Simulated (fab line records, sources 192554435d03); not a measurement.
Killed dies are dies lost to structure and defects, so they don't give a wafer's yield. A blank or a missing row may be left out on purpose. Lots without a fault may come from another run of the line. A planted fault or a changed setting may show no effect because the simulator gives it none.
A struck lot beside a sound one | flow n5_finfet | 16 steps out of a route of 1938
Sound: wafers L769.1, L769.3, L769.5. Struck: wafers L782.2, L782.4, L782.6. The cause comes at the end.
At each step with rows: each side's tool, then ch and its chambers, then its first start. Under that, the readings that differ: sound wafers | struck wafers | difference of the means | sigmas: that difference in standard deviations of wafers without a fault.
alike: readings whose means differ by less than 2 such deviations, and words and numbers that are the same on both sides. not compared: withheld readings, readings that some wafer has no value for, bounds like >300 that may hide the same value, and numbers for which the record gives no deviation and whose values overlap.
The two part at a step that has a row with sigmas, a row that says differs or no value, or rows on one side only. Numbers that don't overlap but have no deviation are shown without sigmas and don't part them. A reading that every wafer of one side lacks parts them only if that side has two wafers or more.

N5_BEOL_M5_OVL_MEAS_12:
  sound on overlay-02 ch 0, day 9 07:37; struck on overlay-02 ch 0, day 12 10:15
  alike: M5_OVL
N5_BEOL_M5_INSPECT_13: inspects for defects (brightfield).
  sound on defect_inspect-02, day 9 07:41; struck on defect_inspect-01, day 12 10:19
  alike: raw_defect_count
then, 1 step without rows for these wafers: N5_BEOL_M5_DESCUM_16 (chemistry O2, time 7 s).
N5_BEOL_M5_ETCH_72: etches underlayer in N2/H2, target depth 6.5 nm, time 5.2 s.
  sound on rie_diel-06 ch 2,3, day 9 07:45; struck on rie_diel-01 ch 0,2, day 12 11:13
  reading               | sound          | struck         | difference | sigmas
  etch_rf_on_time_s (s) | 5.10 5.04 5.09 | 5.38 5.36 5.39 | +0.30      | +2
  alike: drypump_motor_current_A, oes_product_au, rf_vpp_V, showerhead_plenum_p_Torr, throttle_valve_pct
  not compared: rf_hours_counter_h
N5_BEOL_M5_ETCH_61: etches SiARC in CF4, target depth 15.6 nm, time 26 s.
  sound on rie_diel-06 ch 2,3, day 9 07:46; struck on rie_diel-01 ch 0,2, day 12 11:14
  reading               | sound          | struck         | difference | sigmas
  etch_rf_on_time_s (s) | 25.1 25.0 25.3 | 26.5 26.4 26.9 | +1.5       | +2
  alike: drypump_motor_current_A, oes_product_au, rf_vpp_V, showerhead_plenum_p_Torr, throttle_valve_pct
  not compared: rf_hours_counter_h
then, 3 steps without rows for these wafers: N5_BEOL_M5_ETCH_62 (etches SOC in N2/H2, target depth 75 nm, overetch 15 nm, time 112.5 s); N5_BEOL_M5_STRIP_63 (strips in N2/H2); N5_BEOL_M5_STRIP_73 (strips in N2/H2).
N5_BEOL_M5_STRIP_64: strips in CF4.
  sound on rie_diel-06 ch 2,3, day 9 07:55; struck on rie_diel-01 ch 0,2, day 12 11:23
  alike: drypump_motor_current_A, oes_product_au, rf_vpp_V, showerhead_plenum_p_Torr, throttle_valve_pct
  not compared: rf_hours_counter_h
N5_BEOL_M5_HM_OPEN_17: chemistry Cl2/BCl3, target TiN, target depth 20 nm, overetch 6 nm.
  sound on rie_metal-02 ch 0,1, day 9 07:58; struck on rie_metal-03 ch 0,1, day 12 11:26
  reading                     | sound       | struck      | difference | sigmas
  drypump_motor_current_A (A) | 5.1 5.7 5.1 | 6.4 6.4 5.9 | +0.9       | +2
  alike: oes_product_au, throttle_valve_pct
  not compared: rf_hours_counter_h
N5_BEOL_M5_STRIP_19: strips in O2.
  sound on rie_diel-06 ch 0,2, day 9 08:09; struck on rie_diel-04 ch 0,2, day 12 11:34
  alike: drypump_motor_current_A, oes_product_au, rf_vpp_V, showerhead_plenum_p_Torr, throttle_valve_pct
  not compared: rf_hours_counter_h
N5_BEOL_M5_CD_MEAS_18: pitch 56 nm, target cd 28 nm.
  sound on cd_sem-01, day 9 08:13; struck on cd_sem-01, day 12 11:38
  alike: cd_nm
N5_BEOL_M5_COAT_65: time 60 s, resist thk 60 nm.
  sound on litho_track-02 ch 0, day 9 08:22; struck on litho_track-03 ch 0, day 12 12:53
  reading                                  | sound                | struck               | difference | sigmas
  heater_power_total_W (W)                 | 497.6 503.0 500.0    | 457.3 454.9 452.6    | -45.3      | -25
  plate_temp_C (C)                         | 250.01 250.16 249.99 | 231.52 231.96 231.78 | -18.30     | -99 or more
  model.SOC_of_BEOL_M5_COAT_65.thk_nm (nm) | 60 60 60.2           | 60.6 60.6 60.6       | +0.5       |
  alike: spin_speed_rpm
N5_BEOL_M5_COAT_66: time 60 s, resist thk 12 nm.
  sound on litho_track-02 ch 0; struck on litho_track-03 ch 0
  alike: heater_power_total_W, plate_temp_C, spin_speed_rpm
  not compared: model.SOC_of_BEOL_M5_COAT_65.thk_nm
then, 1 step without rows for these wafers: N5_BEOL_M5_COAT_74 (time 60 s, resist thk 5 nm).
-- the record jumps here: 4 days lie between the struck wafers' starts before and after (it left off in module BEOL_M5 and takes up again in module PASSIVATION, whose first step shown is number 1936 of the route) --
N5_PASSIVATION_PROBE_49:
  the record has rows for the struck wafers here (prober-01, day 17 00:35) and none for the sound ones

WHERE THEY PART
First at N5_BEOL_M5_ETCH_72; last, within this record, at N5_PASSIVATION_PROBE_49.

WHY: what the simulator had put in
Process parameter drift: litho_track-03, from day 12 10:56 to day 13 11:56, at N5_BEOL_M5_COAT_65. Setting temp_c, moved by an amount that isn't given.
